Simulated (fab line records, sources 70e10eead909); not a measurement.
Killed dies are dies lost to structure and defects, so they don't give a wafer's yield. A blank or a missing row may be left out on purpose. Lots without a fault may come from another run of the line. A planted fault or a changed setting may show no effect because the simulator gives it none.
Which tool did it? | flow nand_harc | 13 lots, 38 wafers sampled, at 6 steps of a route of 1302

WHAT THE GAUGES READ, wafer by wafer
NHARC_A_ONON_D2_THK_MEAS_08: measures by ellipsometry. Usual: thk_nm 1001 nm, standard deviation 11.
lot  | measured     | on            | thk_nm (nm)    | flag
L751 | day 13 16:25 | film_metro-02 | 982 985 986    |
L752 | day 13 23:40 | film_metro-02 | 978 977 978    |
L754 | day 14 09:50 | film_metro-02 | 995 995 996    |
L757 | day 15 09:50 | film_metro-02 | 1024 1026 1024 |
L756 | day 15 14:59 | film_metro-01 | 995 993        |
L763 | day 18 10:18 | film_metro-02 | 998 997 998    |
L766 | day 19 20:11 | film_metro-01 | 999 1001 1000  |
L767 | day 19 18:52 | film_metro-02 | 1006 1004 1004 |
L768 | day 20 01:40 | film_metro-02 | 997 998 995    |
L769 | day 20 21:45 | film_metro-02 | 989 991 992    |
L770 | day 21 09:51 | film_metro-02 | 1002 1005 1002 |
L771 | day 21 09:52 | film_metro-01 | 1006 1006 1004 |
L772 | day 22 06:44 | film_metro-01 | 998 999 998    |

NHARC_A_ONON_D2_THK_MEAS_30: measures by ellipsometry. Usual: thk_nm 1001 nm, standard deviation 10.
lot  | measured     | on            | thk_nm (nm)    | flag
L751 | day 14 04:08 | film_metro-02 | 996 998 996    |
L752 | day 14 10:46 | film_metro-01 | 995 991 994    |
L754 | day 14 21:13 | film_metro-02 | 989 990 988    |
L757 | day 15 21:03 | film_metro-01 | 1005 1006 612  | OFF
L756 | day 16 01:43 | film_metro-02 | 619 619        | OFF
L763 | day 18 22:18 | film_metro-01 | 1003 1001 1002 |
L766 | day 20 05:57 | film_metro-01 | 988 989 988    |
L767 | day 20 05:59 | film_metro-02 | 1008 1009 1009 |
L768 | day 20 13:46 | film_metro-02 | 1002 1003 1004 |
L769 | day 21 08:53 | film_metro-01 | 1019 1018 1016 |
L770 | day 21 20:36 | film_metro-02 | 976 976 977    |
L771 | day 21 20:36 | film_metro-01 | 1002 1001 1002 |
L772 | day 22 18:28 | film_metro-02 | 1018 1019 1017 |

NHARC_END_SORT_01. Usual: killed_at_array 54, standard deviation 16; killed_at_other 0.6, standard deviation 0.86; killed_at_periphery 3.8, standard deviation 2.6; killed_dies 58, standard deviation 16; killed_open 3.3, standard deviation 1.8; killed_short 2.7, standard deviation 1.7.
lot  | measured     | on        | killed_at_array | killed_at_other | killed_at_periphery | killed_dies | killed_open | killed_short | flag
L754 | day 26 02:25 | prober-01 | 74 82 72        | 0 0 0           | 6 2 2               | 80 84 74    | 7 6 1       | 5 6 4        |
L757 | day 27 03:35 | prober-01 | 71 63 677       | 0 0 0           | 0 0 0               | 71 63 677   | 4 1 2       | 1 1 2        | OFF
L756 | day 27 05:14 | prober-02 | 673 675         | 0 1             | 4 1                 | 677 677     | 7 1         | 5 1          | OFF
L767 | day 31 21:07 | prober-02 | 48 48 43        | 0 1 0           | 11 6 13             | 59 55 56    | 5 4 1       | 2 4 4        |

WHICH TOOL RAN EACH LOT (tool, then ch and the chambers of the sampled wafers, then the start)
lot  | NHARC_A_DECK1_JOINT_ETCHBACK_07  | NHARC_A_ONON_D2_DEP_28           | NHARC_A_CHANNEL_HOLE_D2_DESCUM_15
L751 | rie_si-06 ch 0,1, day 12 05:06   | pecvd_onon-03 ch 0, day 14 03:41 | rie_diel-05 ch 0,1,3, day 14 07:38
L752 | rie_si-02 ch 1,2, day 12 10:44   | pecvd_onon-01 ch 0, day 14 10:16 | rie_diel-08 ch 2,3, day 14 18:08
L754 | rie_si-02 ch 0,1,3, day 13 00:49 | pecvd_onon-03 ch 0, day 14 20:43 | rie_diel-12 ch 0,3, day 15 01:02
L757 | rie_si-01 ch 0,1,2, day 13 18:02 | pecvd_onon-03 ch 0, day 15 20:32 | rie_diel-08 ch 1,3, day 16 00:50
L756 | rie_si-02 ch 1,2, day 14 01:17   | pecvd_onon-03 ch 0, day 16 01:19 | -
L763 | rie_si-01 ch 0,1,3, day 16 19:25 | pecvd_onon-04 ch 0, day 18 21:47 | rie_diel-05 ch 0,1,3, day 19 03:45
L766 | rie_si-02 ch 0,2,3, day 17 21:20 | pecvd_onon-04 ch 0, day 20 05:26 | rie_diel-08 ch 0,2,3, day 20 09:17
L767 | rie_si-01 ch 0,2,3, day 18 06:48 | pecvd_onon-03 ch 0, day 20 05:28 | rie_diel-05 ch 0,1,2, day 20 09:28
L768 | rie_si-06 ch 0,2, day 18 14:27   | pecvd_onon-01 ch 0, day 20 13:18 | rie_diel-05 ch 1,2,3, day 20 17:11
L769 | rie_si-01 ch 1,2,3, day 19 11:28 | pecvd_onon-01 ch 0, day 21 08:29 | rie_diel-08 ch 0,3, day 21 18:29
L770 | rie_si-01 ch 0,1,3, day 19 16:21 | pecvd_onon-03 ch 0, day 21 20:05 | rie_diel-08 ch 0,2,3, day 22 00:10
L771 | rie_si-06 ch 0,1,3, day 19 20:25 | pecvd_onon-01 ch 0, day 21 20:16 | rie_diel-08 ch 0,2,3, day 22 00:22
L772 | rie_si-01 ch 0,2,3, day 20 16:56 | pecvd_onon-03 ch 0, day 22 17:58 | rie_diel-12 ch 0,1,2, day 22 21:57
- NHARC_A_DECK1_JOINT_ETCHBACK_07: etches the open film in HBr, target depth 105 nm, time 26.9 s.
- NHARC_A_ONON_D2_DEP_28: target thk 1000 nm.
- NHARC_A_CHANNEL_HOLE_D2_DESCUM_15: chemistry O2, time 3 s.

WHAT THE TOOLS THEMSELVES READ (means of the sampled wafers that have a number; where no wafer has one, the mark that the record gives instead)
NHARC_A_DECK1_JOINT_ETCHBACK_07. Usual: drypump_motor_current_A 6.0 A, standard deviation 0.51; he_backside_leak_sccm 2.8 sccm, standard deviation 0.32; oes_product_au 0.998 a.u., standard deviation 0.0065; throttle_valve_pct 23.266 %, standard deviation 0.0092.
lot  | tool      | drypump_motor_current_A (A) | he_backside_leak_sccm (sccm) | oes_product_au (a.u.) | throttle_valve_pct (%) | flag
L751 | rie_si-06 | 5.7                         | 2.5                          | 0.996                 | 23.261                 |
L752 | rie_si-02 | 5.3                         | 2.7                          | 1.003                 | 23.270                 |
L754 | rie_si-02 | 5.7                         | 2.7                          | 1.003                 | 23.276                 |
L757 | rie_si-01 | 6.2                         | 2.7                          | 1.002                 | 23.268                 |
L756 | rie_si-02 | 5.6                         | 2.7                          | 1.000                 | 23.270                 |
L763 | rie_si-01 | 6.2                         | 2.8                          | 1.002                 | 23.254                 |
L766 | rie_si-02 | 6.2                         | 2.9                          | 0.999                 | 23.264                 |
L767 | rie_si-01 | 6.4                         | 3.6                          | 1.002                 | 23.251                 |
L768 | rie_si-06 | 5.7                         | 2.4                          | 1.002                 | 23.262                 |
L769 | rie_si-01 | 6.0                         | 2.8                          | 0.994                 | 23.267                 |
L770 | rie_si-01 | 6.2                         | 2.8                          | 0.998                 | 23.263                 |
L771 | rie_si-06 | 5.8                         | 2.5                          | 0.993                 | 23.267                 |
L772 | rie_si-01 | 6.4                         | 2.8                          | 0.996                 | 23.262                 |

NHARC_A_CHANNEL_HOLE_D2_DESCUM_15. Usual: drypump_motor_current_A 5.8 A, standard deviation 0.38; oes_product_au 0.999 a.u., standard deviation 0.0075; rf_vpp_V 57.8 V, standard deviation 0.87; showerhead_plenum_p_Torr 1.92 Torr, standard deviation 0.081; throttle_valve_pct 11.311 %, standard deviation 0.0082.
lot  | tool        | drypump_motor_current_A (A) | oes_product_au (a.u.) | rf_vpp_V (V) | showerhead_plenum_p_Torr (Torr) | throttle_valve_pct (%) | flag
L751 | rie_diel-05 | 6.2                         | 1.005                 | 58.4         | 1.95                            | 11.316                 |
L752 | rie_diel-08 | 5.6                         | 0.996                 | 57.5         | 1.93                            | 11.311                 |
L754 | rie_diel-12 | 5.8                         | 0.999                 | 57.0         | 1.79                            | 11.309                 |
L757 | rie_diel-08 | 5.8                         | 0.997                 | 56.9         | 1.89                            | 11.310                 |
L763 | rie_diel-05 | 6.2                         | 0.995                 | 56.9         | 1.95                            | 11.308                 |
L766 | rie_diel-08 | 5.5                         | 1.008                 | 58.2         | 1.94                            | 11.316                 |
L767 | rie_diel-05 | 6.1                         | 0.999                 | 57.8         | 1.92                            | 11.303                 |
L768 | rie_diel-05 | 6.0                         | 1.007                 | 58.0         | 1.96                            | 11.304                 |
L769 | rie_diel-08 | 5.2                         | 1.004                 | 57.9         | 1.93                            | 11.320                 |
L770 | rie_diel-08 | 5.5                         | 1.002                 | 57.9         | 1.94                            | 11.310                 |
L771 | rie_diel-08 | 5.5                         | 1.003                 | 58.1         | 1.94                            | 11.310                 |
L772 | rie_diel-12 | 5.7                         | 0.996                 | 57.8         | 1.91                            | 11.313                 |

THE ANSWER, worked out from the rows above alone
Rule: a lot is off if the mean of its wafers that have a number lies more than 3 standard deviations from the usual mean. A lot without any number at a reading at which 4 lots or more have one is off too. The other lots that the step has rows for count as sound. The gauges are gone through in route order, then the tools' own readings, and for those a lot's mean is taken as printed above. The first step at which some lot is off is used, and at that step the reading that is off furthest; a lot without a number counts as furthest.
Off: L757, L756, at NHARC_A_ONON_D2_THK_MEAS_30 (thk_nm).
A tool fits if, at a process step before that reading, it ran every lot that is off, and no sound lot after the first of them. The gauges at NHARC_A_ONON_D2_THK_MEAS_30 aren't tried: what is off there is off at NHARC_END_SORT_01 too, on other tools, and a gauge's error can't cause that. None of those tried fits.

WHAT THE SIMULATOR HAD PUT IN
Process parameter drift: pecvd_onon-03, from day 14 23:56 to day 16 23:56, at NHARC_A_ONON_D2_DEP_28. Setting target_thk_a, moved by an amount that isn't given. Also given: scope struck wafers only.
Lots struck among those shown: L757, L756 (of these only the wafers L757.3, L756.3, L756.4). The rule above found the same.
